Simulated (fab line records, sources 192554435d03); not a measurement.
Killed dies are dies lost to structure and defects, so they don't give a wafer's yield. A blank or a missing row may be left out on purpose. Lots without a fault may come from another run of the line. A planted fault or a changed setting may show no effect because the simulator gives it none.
Which tool did it? | flow n5_finfet | 14 lots, 42 wafers sampled, at 6 steps of a route of 1938

WHAT THE GAUGES READ, wafer by wafer
N5_GATE_CUT_CD_MEAS_13: target cd 20 nm.
lot  | measured     | on        | cd_nm (nm)
L875 | day 4 15:49  | cd_sem-02 | 19.58 20.12 20.22
L877 | day 5 04:08  | cd_sem-03 | 19.86 19.96 20.26
L880 | day 5 21:33  | cd_sem-03 | 19.66 20.28 19.70
L881 | day 6 00:15  | cd_sem-03 | 20.08 19.92 20.32
L882 | day 6 07:22  | cd_sem-02 | 19.83 20.01 19.52
L883 | day 6 13:14  | cd_sem-01 | 20.12 20.33 19.91
L884 | day 6 18:34  | cd_sem-03 | 19.96 19.80 20.36
L886 | day 7 04:41  | cd_sem-03 | 20.14 20.00 19.52
L887 | day 7 09:29  | cd_sem-03 | 19.68 19.99 19.70
L888 | day 7 19:14  | cd_sem-01 | 19.82 19.75 19.84
L893 | day 9 00:23  | cd_sem-02 | 18.64 18.47 19.21
L894 | day 9 07:13  | cd_sem-02 | 19.24 19.08 19.46
L897 | day 10 01:19 | cd_sem-03 | 20.20 19.98 19.64
L898 | day 10 07:30 | cd_sem-02 | 19.84 19.79 20.01

N5_BEOL_M4_RC_MEAS_101.
lot  | measured     | on        | DIBL_N (mV/V)  | DIBL_P (mV/V)  | IOFF_N (nA/um) | IOFF_P (nA/um) | ION_N (uA/um) | ION_P (uA/um) | SS_N (mV/dec)  | SS_P (mV/dec)  | VT_N (mV)   | VT_P (mV)
L875 | day 7 15:56  | prober-01 | 40.9 39.8 36.5 | 41.0 39.5 35.0 | 0.27 0.23 0.16 | 0.32 0.29 0.23 | 695 695 669   | 472 474 465   | 72.0 72.1 71.2 | 74.4 74.1 72.4 | 240 245 252 | -242.9 -243.5 -247.3
L877 | day 8 23:30  | prober-01 | 36.3 35.8 38.5 | 37.4 37.5 40.0 | 0.17 0.16 0.23 | 0.21 0.22 0.26 | 683 672 702   | 462 468 475   | 71.5 70.7 71.8 | 73.8 72.9 73.9 | 248 250 245 | -249.2 -247.8 -246.1
L880 | day 10 02:00 | prober-02 | 32.7 34.2 35.7 | 32.6 34.1 37.3 | 0.10 0.12 0.15 | 0.14 0.16 0.20 | 643 663 692   | 446 453 471   | 70.0 71.5 71.5 | 71.9 72.7 73.3 | 259 255 248 | -257.7 -254.1 -249.6
L881 | day 9 23:12  | prober-01 | 35.3 35.7 32.9 | 37.0 36.7 34.1 | 0.15 0.15 0.11 | 0.20 0.20 0.16 | 675 666 668   | 464 459 465   | 71.0 71.3 71.0 | 73.5 73.3 72.7 | 249 253 255 | -252.4 -251.4 -253.0
L882 | day 10 07:46 | prober-02 | 36.7 36.1 37.2 | 37.7 36.2 37.3 | 0.18 0.16 0.17 | 0.24 0.20 0.22 | 675 673 670   | 466 461 464   | 71.9 71.7 72.3 | 74.2 74.1 74.1 | 250 252 252 | -244.6 -250.6 -246.3
L883 | day 10 05:17 | prober-01 | 37.1 38.0 40.5 | 38.9 39.6 43.6 | 0.18 0.18 0.26 | 0.20 0.22 0.29 | 690 681 697   | 466 464 464   | 70.7 71.6 72.0 | 73.9 74.2 74.2 | 244 247 242 | -253.0 -252.3 -248.7
L884 | day 11 02:52 | prober-01 | 36.3 36.3 39.2 | 36.1 36.3 39.5 | 0.17 0.16 0.24 | 0.20 0.20 0.26 | 683 686 691   | 464 464 459   | 71.6 71.9 72.2 | 73.7 73.7 74.0 | 247 249 244 | -252.8 -252.5 -249.3
L886 | day 10 11:23 | prober-01 | 35.3 34.6 32.8 | 35.9 35.0 32.3 | 0.13 0.13 0.10 | 0.21 0.19 0.15 | 668 673 657   | 464 473 458   | 70.6 70.6 70.4 | 73.9 73.0 71.3 | 255 253 259 | -250.9 -252.9 -252.3
L887 | day 11 08:05 | prober-01 | 35.0 38.4 38.7 | 33.1 38.1 39.4 | 0.12 0.20 0.20 | 0.16 0.23 0.25 | 660 671 673   | 450 455 459   | 70.9 72.2 71.8 | 73.1 73.1 74.1 | 254 248 248 | -254.4 -248.3 -248.3
L888 | day 11 10:07 | prober-01 | 35.5 33.3 35.3 | 34.8 33.1 34.6 | 0.15 0.12 0.15 | 0.20 0.18 0.19 | 685 669 677   | 470 456 462   | 71.1 70.8 70.9 | 72.8 72.4 72.5 | 250 252 251 | -249.7 -249.3 -251.7
L893 | day 12 22:46 | prober-01 | 37.1 35.1 37.7 | 38.5 35.2 38.7 | 0.16 0.12 0.17 | 0.23 0.20 0.24 | 678 664 680   | 465 463 470   | 71.7 71.3 71.9 | 73.3 72.1 73.4 | 251 257 250 | -248.7 -251.2 -249.4
L894 | day 12 17:22 | prober-01 | 39.2 34.6 35.4 | 40.2 35.4 35.4 | 0.21 0.13 0.13 | 0.26 0.18 0.19 | 685 673 662   | 468 462 455   | 71.6 71.3 71.5 | 74.1 73.0 73.3 | 246 254 254 | -249.3 -252.8 -252.0
L897 | day 14 07:43 | prober-02 | 37.5 37.7 36.6 | 39.3 39.7 38.0 | 0.18 0.18 0.16 | 0.24 0.25 0.23 | 691 680 685   | 475 471 474   | 71.0 72.0 71.1 | 73.8 74.1 73.4 | 246 247 246 | -246.5 -247.2 -248.1
L898 | day 14 06:26 | prober-01 | 37.2 37.9 39.3 | 37.1 36.6 38.0 | 0.16 0.16 0.20 | 0.21 0.21 0.25 | 673 681 687   | 457 461 464   | 71.4 72.1 72.2 | 73.4 74.0 73.7 | 250 250 247 | -252.4 -252.9 -246.7

WHICH TOOL RAN EACH LOT (tool, then ch and the chambers of the sampled wafers, then the start)
lot  | N5_HKMG_FIN_NWFM_ALD_20            | N5_GATE_CUT_ETCHBACK_00           | N5_GATE_CUT_EXPOSE_10             | N5_GATE_CUT_ETCH_37
L875 | ald_metal-04 ch 0,1, day 4 09:22   | rie_metal-01 ch 0,1, day 4 11:51  | euv_scanner-02 ch 0, day 4 15:41  | rie_diel-03 ch 1,3, day 4 16:01
L877 | ald_metal-04 ch 0,2,3, day 4 22:07 | rie_metal-03 ch 0,1, day 5 00:37  | euv_scanner-02 ch 0, day 5 04:01  | rie_diel-03 ch 0,2,3, day 5 04:20
L880 | ald_metal-02 ch 0,1,3, day 5 15:32 | rie_metal-02 ch 0,1, day 5 18:01  | euv_scanner-02 ch 0, day 5 21:25  | rie_diel-02 ch 0,1,2, day 5 21:47
L881 | ald_metal-04 ch 1,2,3, day 5 18:03 | rie_metal-01 ch 0,1, day 5 20:36  | euv_scanner-02 ch 0, day 6 00:07  | rie_diel-02 ch 0,1,2, day 6 00:44
L882 | ald_metal-01 ch 0,1,2, day 6 01:09 | rie_metal-01 ch 0,1, day 6 03:43  | euv_scanner-01 ch 0, day 6 07:14  | rie_diel-04 ch 0,1, day 6 07:37
L883 | ald_metal-04 ch 0,3, day 6 06:54   | rie_metal-01 ch 0,1, day 6 09:41  | euv_scanner-01 ch 0, day 6 13:07  | rie_diel-02 ch 2,3, day 6 13:26
L884 | ald_metal-01 ch 0,1,2, day 6 12:06 | rie_metal-02 ch 0,1, day 6 14:44  | euv_scanner-02 ch 0, day 6 18:28  | rie_diel-04 ch 0,1, day 6 18:46
L886 | ald_metal-04 ch 0,2,3, day 6 22:26 | rie_metal-01 ch 0,1, day 7 01:00  | euv_scanner-01 ch 0, day 7 04:34  | rie_diel-02 ch 0,2,3, day 7 04:53
L887 | ald_metal-01 ch 0,2, day 7 03:28   | rie_metal-02 ch 0,1, day 7 05:57  | euv_scanner-01 ch 0, day 7 09:22  | rie_diel-04 ch 0,3, day 7 09:55
L888 | ald_metal-01 ch 1,3, day 7 13:02   | rie_metal-03 ch 0,1, day 7 15:34  | euv_scanner-02 ch 0, day 7 19:07  | rie_diel-04 ch 1,2, day 7 19:28
L893 | ald_metal-04 ch 1,3, day 8 17:45   | rie_metal-03 ch 0,1, day 8 20:13  | euv_scanner-01 ch 0, day 9 00:16  | rie_diel-04 ch 1,2,3, day 9 00:35
L894 | ald_metal-02 ch 0,1,3, day 9 01:01 | rie_metal-03 ch 0,1, day 9 03:41  | euv_scanner-01 ch 0, day 9 07:06  | rie_diel-02 ch 0,3, day 9 07:26
L897 | ald_metal-02 ch 0,3, day 9 19:13   | rie_metal-01 ch 0,1, day 9 21:43  | euv_scanner-02 ch 0, day 10 01:11 | rie_diel-03 ch 0,1,3, day 10 01:36
L898 | ald_metal-01 ch 0,3, day 10 01:11  | rie_metal-01 ch 0,1, day 10 03:38 | euv_scanner-02 ch 0, day 10 07:22 | rie_diel-02 ch 0,2,3, day 10 07:42
- N5_HKMG_FIN_NWFM_ALD_20: deposits TiAlC, target thk 2 nm, pulse time 3 s, purge time 2 s.
- N5_GATE_CUT_ETCHBACK_00: etches W in SF6/Cl2.
- N5_GATE_CUT_EXPOSE_10: exposes mask GATE CUT, target cd 20 nm.
- N5_GATE_CUT_ETCH_37: etches SOC in N2/H2, target depth 60 nm, overetch 12 nm, time 90 s.

WHAT THE TOOLS THEMSELVES READ (means of the sampled wafers that have a number; where no wafer has one, the mark that the record gives instead)
N5_HKMG_FIN_NWFM_ALD_20.
lot  | tool         | heater_power_w (W) | precursor_pulse_height_rel
L875 | ald_metal-04 | 535                | 1.003
L877 | ald_metal-04 | 502                | 1.011
L880 | ald_metal-02 | 454                | 0.998
L881 | ald_metal-04 | 475                | 1.016
L882 | ald_metal-01 | 444                | 0.997
L883 | ald_metal-04 | 545                | 1.003
L884 | ald_metal-01 | 455                | 1.012
L886 | ald_metal-04 | 503                | 0.995
L887 | ald_metal-01 | 464                | 0.994
L888 | ald_metal-01 | 459                | 1.005
L893 | ald_metal-04 | 523                | 0.988
L894 | ald_metal-02 | 456                | 0.984
L897 | ald_metal-02 | 464                | 0.998
L898 | ald_metal-01 | 483                | 1.009

N5_GATE_CUT_ETCHBACK_00.
lot  | tool         | SF6_flow_sccm (sccm) | drypump_motor_current_A (A) | oes_product_au (a.u.) | throttle_valve_pct (%)
L875 | rie_metal-01 | 40.01                | 5.6                         | 0.82                  | 27.36
L877 | rie_metal-03 | 39.97                | 6.2                         | 0.78                  | 27.29
L880 | rie_metal-02 | 39.86                | 6.2                         | 0.94                  | 27.61
L881 | rie_metal-01 | 39.99                | 5.8                         | 0.81                  | 27.59
L882 | rie_metal-01 | 40.08                | 5.8                         | 0.81                  | 27.60
L883 | rie_metal-01 | 40.06                | 5.6                         | 0.80                  | 27.38
L884 | rie_metal-02 | 40.07                | 6.1                         | 0.92                  | 27.52
L886 | rie_metal-01 | 40.11                | 5.6                         | 0.80                  | 27.38
L887 | rie_metal-02 | 40.16                | 6.1                         | 0.90                  | 27.52
L888 | rie_metal-03 | 40.03                | 6.1                         | 0.68                  | 27.31
L893 | rie_metal-03 | 40.13                | 6.2                         | 0.68                  | 27.31
L894 | rie_metal-03 | 40.08                | 6.1                         | 0.69                  | 27.30
L897 | rie_metal-01 | 39.91                | 5.8                         | 0.80                  | 27.60
L898 | rie_metal-01 | 40.06                | 5.9                         | 0.79                  | 27.60

N5_GATE_CUT_EXPOSE_10.
lot  | tool           | exposure_dose_mJ_cm2 | stage_msd_nm (nm)
L875 | euv_scanner-02 | 43.20                | 0.90
L877 | euv_scanner-02 | 43.13                | 0.90
L880 | euv_scanner-02 | 43.18                | 0.90
L881 | euv_scanner-02 | 43.16                | 0.90
L882 | euv_scanner-01 | 43.10                | 0.80
L883 | euv_scanner-01 | 43.08                | 0.80
L884 | euv_scanner-02 | 43.14                | 0.90
L886 | euv_scanner-01 | 43.11                | 0.80
L887 | euv_scanner-01 | 43.21                | 0.80
L888 | euv_scanner-02 | 43.17                | 0.90
L893 | euv_scanner-01 | 43.82                | 0.79
L894 | euv_scanner-01 | 44.34                | 0.79
L897 | euv_scanner-02 | 43.17                | 0.89
L898 | euv_scanner-02 | 43.15                | 0.89

N5_GATE_CUT_ETCH_37.
lot  | tool        | drypump_motor_current_A (A) | oes_product_au (a.u.) | rf_vpp_V (V) | showerhead_plenum_p_Torr (Torr) | throttle_valve_pct (%)
L875 | rie_diel-03 | 5.6                         | 0.68                  | 525.8        | 2.62                            | 17.70
L877 | rie_diel-03 | 5.8                         | 0.72                  | 522.8        | 2.53                            | 17.76
L880 | rie_diel-02 | 5.9                         | 0.64                  | 524.3        | 2.56                            | 18.00
L881 | rie_diel-02 | 6.0                         | 0.64                  | 524.3        | 2.56                            | 17.99
L882 | rie_diel-04 | 5.4                         | 0.64                  | 521.8        | 2.49                            | 18.10
L883 | rie_diel-02 | 5.6                         | 0.69                  | 523.1        | 2.51                            | 18.10
L884 | rie_diel-04 | 5.4                         | 0.63                  | 522.9        | 2.49                            | 18.10
L886 | rie_diel-02 | 5.5                         | 0.65                  | 523.1        | 2.53                            | 18.11
L887 | rie_diel-04 | 6.0                         | 0.73                  | 525.7        | 2.60                            | 17.96
L888 | rie_diel-04 | 5.4                         | 0.63                  | 525.9        | 2.59                            | 17.96
L893 | rie_diel-04 | 5.8                         | 0.68                  | 525.9        | 2.62                            | 17.91
L894 | rie_diel-02 | 5.4                         | 0.81                  | 523.3        | 2.55                            | 17.86
L897 | rie_diel-03 | 5.7                         | 0.69                  | 525.1        | 2.55                            | 17.69
L898 | rie_diel-02 | 5.5                         | 0.72                  | 523.2        | 2.52                            | 18.01

THE ANSWER, worked out from the rows above alone
Rule: what is usual is taken from the lots themselves. Put in order of their means at a reading, lots are off if they are a third of the lots or fewer, leave a main group of 4 or more, and stand apart from it by a gap of 3 or more times the standard deviation of the main group's means; of several such gaps the widest counts. A main group whose means are all the same, to the digits that the tables above print for the reading, isn't used. A lot without any number at a reading at which 4 lots or more have one is off too. The other lots that the step has rows for count as sound. The gauges are gone through in route order, then the tools' own readings, and for those a lot's mean is taken as printed above. The first step at which some lot is off is used, and at that step the reading that is off furthest; a lot without a number counts as furthest.
Off: L893, L894, at N5_GATE_CUT_CD_MEAS_13 (cd_nm). The main group: mean 19.94 nm, standard deviation 0.11.
A tool fits if, at a process step before that reading, it ran every lot that is off, and no sound lot after the first of them. The gauges at N5_GATE_CUT_CD_MEAS_13 aren't tried: what is off there is off at N5_GATE_CUT_EXPOSE_10 too, on other tools, and a gauge's error can't cause that. Can't be told from this: 2 tools fit, rie_metal-03 at N5_GATE_CUT_ETCHBACK_00, euv_scanner-01 at N5_GATE_CUT_EXPOSE_10.

WHAT THE SIMULATOR HAD PUT IN
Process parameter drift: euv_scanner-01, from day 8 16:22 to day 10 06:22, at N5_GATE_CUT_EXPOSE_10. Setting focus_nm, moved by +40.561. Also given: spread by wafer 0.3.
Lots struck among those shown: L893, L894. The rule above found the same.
